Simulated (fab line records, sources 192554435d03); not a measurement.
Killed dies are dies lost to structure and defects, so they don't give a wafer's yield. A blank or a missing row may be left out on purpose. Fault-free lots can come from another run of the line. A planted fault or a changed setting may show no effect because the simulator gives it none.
Struck lot and sound lot, side by side	flow n5Finfet	39 out of 1938 route steps
Sound: the wafers L100.1, L100.2, L100.6. Wafers struck: L101.2, L101.4. The cause is given at the end.
Each step with rows lists, per side, the tool, then ch with its chambers, then its first start. Under that, the readings that differ: sound wafers	struck wafers	difference of the means	sigmas: that difference in standard deviations of wafers without a fault.
alike: a reading whose means differ by less than 2 such deviations, as well as words and numbers matching on both sides. not compared: withheld readings; readings where some wafer has no value; bounds like >300 that might hide an equal value; numbers whose values overlap and for which the record gives no deviation.
A row with sigmas, a row that says differs or no value, or rows on one side alone: a step with any of these is where the two part. When numbers do not overlap yet have no deviation, they are printed without sigmas and do not part them. A reading missing from all wafers of one side parts the sides only when that side holds two or more wafers.

first, 9 steps without rows for these wafers: N5_BEOL_M4_ANNEAL_95 (time 240 s); N5_BEOL_M4_SPUTTER_96 (material Cu, target thk 4.5 nm, time 8.29 s); N5_BEOL_M4_ECD_50 (material Cu, target thk 300 nm); N5_BEOL_M4_ANNEAL_51 (time 90 s); N5_BEOL_M4_CMP_52 (polishes, stops on SiOC, t overpolish 6.8 s, target thk 40 nm); N5_BEOL_M4_PRE_CLEAN_60 (time 15 s); N5_BEOL_M4_CO_CAP_55 (material Co, precursor CCTBA/H2, target thk 2 nm, time 102.1 s); N5_BEOL_M4_PRE_CLEAN_56 (time 15 s); N5_BEOL_M4_DEP_57 (deposits SiCN from 3MS/NH3, target thk 8 nm, time 14 s).
N5_BEOL_M4_RC_MEAS_101:
  sound on prober-01 ch 0, day 9 12:46; struck on prober-01 ch 0, day 9 22:24
  alike: DIBL_N, DIBL_P, IOFF_N, IOFF_P, ION_N, ION_P, SS_N, SS_P, VT_N, VT_P
then, 24 steps without rows for these wafers: N5_BEOL_M5_ILD_DEP_00 (deposits SiCOH lowk from DEMS/porogen, target thk 140.64 nm, time 25.9 s); N5_BEOL_M5_CURE_79 (cures SiCOH lowk, time 240 s); N5_BEOL_M5_PECVD_70 (deposits SiO2 from TEOS/O2, target thk 16 nm, time 18 s); N5_BEOL_M5_HM_DEP_02 (deposits TiN, target thk 20 nm); N5_BEOL_M5_COAT_59 (time 60 s, resist thk 60 nm); N5_BEOL_M5_COAT_60 (time 60 s, resist thk 12 nm); N5_BEOL_M5_COAT_71 (time 60 s, resist thk 5 nm); N5_BEOL_M5_COAT_05 (resist thk 30 nm); N5_BEOL_M5_EBR_07; N5_BEOL_M5_SOFTBAKE_06 (time 60 s); N5_BEOL_M5_EXPOSE_08 (exposes mask M5, target cd 28 nm); N5_BEOL_M5_PEB_09 (peb time 60 s); N5_BEOL_M5_DEVELOP_10 (develop time 30 s); N5_BEOL_M5_DESCUM_16 (chemistry O2, time 7 s); N5_BEOL_M5_ETCH_72 (etches underlayer in N2/H2, target depth 6.5 nm, time 5.2 s); N5_BEOL_M5_ETCH_61 (etches SiARC in CF4, target depth 15.6 nm, time 26 s); N5_BEOL_M5_ETCH_62 (etches SOC in N2/H2, target depth 75 nm, overetch 15 nm, time 112.5 s); N5_BEOL_M5_STRIP_63 (strips in N2/H2); N5_BEOL_M5_STRIP_73 (strips in N2/H2); N5_BEOL_M5_STRIP_64 (strips in CF4); N5_BEOL_M5_HM_OPEN_17 (chemistry Cl2/BCl3, target TiN, target depth 20 nm, overetch 6 nm); N5_BEOL_M5_STRIP_19 (strips in O2); N5_BEOL_M5_COAT_65 (time 60 s, resist thk 60 nm); N5_BEOL_M5_COAT_66 (time 60 s, resist thk 12 nm).
-- the record jumps here: 3 days lie between the struck wafers' starts before and after (it left off in module BEOL_M5 and takes up again in module BEOL_M14, whose first step shown is number 1716 of the route) --
N5_BEOL_M14_ILD_DEP_00: deposits SiO2 from TEOS/O2, target thk 1119.3 nm, time 237.4 s.
  sound on pecvd-01 ch 0,1,2, day 12 17:04; struck on pecvd-01 ch 2, day 13 01:56
reading	sound	struck	difference	sigmas
susceptorTempC (C)	399.77 399.98 399.53	406.46 405.89	+6.41	+34
model.SiO2_of_BEOL_M14_ILD_DEP_00.thkNm (nm)	1119 1129 1140	1061 1074	-62	
  alike: heaterPowerW, showerheadPlenumPTorr, throttleValvePct
N5_BEOL_M14_THK_MEAS_01:
  sound on filmMetro-01 at day 12 17:16; struck on filmMetro-02 at day 13 02:13
reading	sound	struck	difference	sigmas
M14_ILD_THK (nm)	1119 1129 1141	1062 1074	-62	-5
N5_BEOL_M14_VIA_ETCH_16: etches SiO2 in C4F8/O2/Ar, target depth 1231.3 nm.
  sound on rieDiel-05 ch 0,1,2, day 12 17:47; struck on rieDiel-06 ch 0,2, day 13 02:41
reading	sound	struck	difference	sigmas
showerheadPlenumPTorr (Torr)	3.47 3.62 3.56	3.41 3.28	-0.21	-2
model.etch.depthNm (nm)	1119 1129 1140	1061 1074	-62	
model.coat_of_BEOL_M14_COAT_04.thkNm (nm)	449.4 447.4 445	470.4 468.4	+22.1	
  alike: C4F8_flow_sccm, drypumpMotorCurrentA, oes_o_777_au, oesProductAu, rfVppV, throttleValvePct
N5_BEOL_M14_CMP_49: polishes, stops on SiO2, t overpolish 5.2 s, target thk 560 nm.
  sound on cmp-04 ch 1,2,3, day 12 21:11; struck on cmp-01 ch 1,2, day 13 06:09
reading	sound	struck	difference	sigmas
model.SiO2_of_BEOL_M14_ILD_DEP_00.thkNm (nm)	1039 1048 1060	981.8 995	-60.6	
  alike: barrierFieldEndpointS, motorCurrentA, overpolishRunS, retainingRingPressureFrac, timeToEndpointS
N5_PASSIVATION_PROBE_49:
  only the struck wafers here have rows in the record (prober-02, day 14 03:53); the sound ones have none

## WHERE THEY PART
First at N5_BEOL_M14_ILD_DEP_00; last, within this record, at N5_PASSIVATION_PROBE_49.

WHY: whatever the simulator had introduced
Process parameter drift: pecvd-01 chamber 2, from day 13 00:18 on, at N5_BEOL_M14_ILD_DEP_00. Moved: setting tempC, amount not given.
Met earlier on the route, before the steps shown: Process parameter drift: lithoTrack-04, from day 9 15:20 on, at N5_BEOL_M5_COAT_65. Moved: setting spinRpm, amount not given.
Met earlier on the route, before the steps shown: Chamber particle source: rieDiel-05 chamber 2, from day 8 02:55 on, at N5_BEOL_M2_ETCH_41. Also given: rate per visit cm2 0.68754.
